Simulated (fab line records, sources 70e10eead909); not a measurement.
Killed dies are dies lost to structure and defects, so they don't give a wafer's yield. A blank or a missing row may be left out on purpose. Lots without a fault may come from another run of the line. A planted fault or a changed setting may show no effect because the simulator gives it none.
Which tool did it? | flow nand_harc | 6 lots, 18 wafers sampled, at 5 steps of a route of 1159

WHAT THE GAUGES READ, wafer by wafer
NHARC_END_SORT_01.
lot  | measured     | on        | killed_at_array
L659 | day 24 04:05 | prober-01 | 675 676 673

WHICH TOOL RAN EACH LOT (tool, then ch and the chambers of the sampled wafers, then the start)
lot  | NHARC_A_CONTACT_ETCH_125             | NHARC_A_CONTACT_ETCH_128             | NHARC_A_CONTACT_STRIP_82                      | NHARC_A_CONTACT_DEP_85
L645 | har_cap_etch-02 ch 0,1, day 17 19:20 | har_cap_etch-02 ch 0,1, day 17 19:46 | rie_diel-11 ch 0,1,2, day 17 23:40 or earlier | pecvd-03 ch 0,1, day 17 23:40
L648 | har_cap_etch-03 ch 0,1, day 18 12:52 | har_cap_etch-03 ch 0,1, day 18 13:17 | rie_diel-11 ch 1,2,3, day 18 18:37 or earlier | pecvd-03 ch 0,1, day 18 18:37
L650 | har_cap_etch-03 ch 0,1, day 18 23:56 | har_cap_etch-03 ch 0,1, day 19 00:22 | rie_diel-11 ch 0,1,2, day 19 05:30 or earlier | pecvd-03 ch 0,1,2, day 19 05:30
L659 | har_cap_etch-03 ch 0,1, day 20 20:56 | har_cap_etch-03 ch 0,1, day 20 21:22 | rie_diel-11 ch 0,1, day 21 02:23 or earlier   | pecvd-02 ch 0,1,2, day 21 02:23
L662 | har_cap_etch-02 ch 0,1, day 21 08:26 | har_cap_etch-02 ch 0,1, day 21 08:52 | rie_diel-08 ch 0,3, day 21 12:57 or earlier   | pecvd-03 ch 0,2, day 21 12:57
L663 | har_cap_etch-02 ch 0,1, day 22 00:49 | har_cap_etch-02 ch 0,1, day 22 01:15 | rie_diel-11 ch 0,1,2, day 22 05:06 or earlier | pecvd-02 ch 0,1,2, day 22 05:06
- NHARC_A_CONTACT_ETCH_125: etches the open film in C4F8/O2/Ar, time 155 s, target depth 956 nm.
- NHARC_A_CONTACT_ETCH_128: etches the open film in C4F8/O2/Ar, time 155 s, target depth 956 nm.
- NHARC_A_CONTACT_STRIP_82: strips in O2.
- NHARC_A_CONTACT_DEP_85: deposits SiON, target thk 50 nm.

THE ANSWER, worked out from the rows above alone
Rule: what is usual is taken from the lots themselves. Put in order of their means at a reading, lots are off if they are a third of the lots or fewer, leave a main group of 4 or more, and stand apart from it by a gap of 3 or more times the standard deviation of the main group's means; of several such gaps the widest counts. A main group whose means are all the same, to the digits that the tables above print for the reading, isn't used. A lot without any number at a reading at which 4 lots or more have one is off too. The other lots that the step has rows for count as sound.
No lot is off at any reading shown: from this, nothing can be told.

WHAT THE SIMULATOR HAD PUT IN
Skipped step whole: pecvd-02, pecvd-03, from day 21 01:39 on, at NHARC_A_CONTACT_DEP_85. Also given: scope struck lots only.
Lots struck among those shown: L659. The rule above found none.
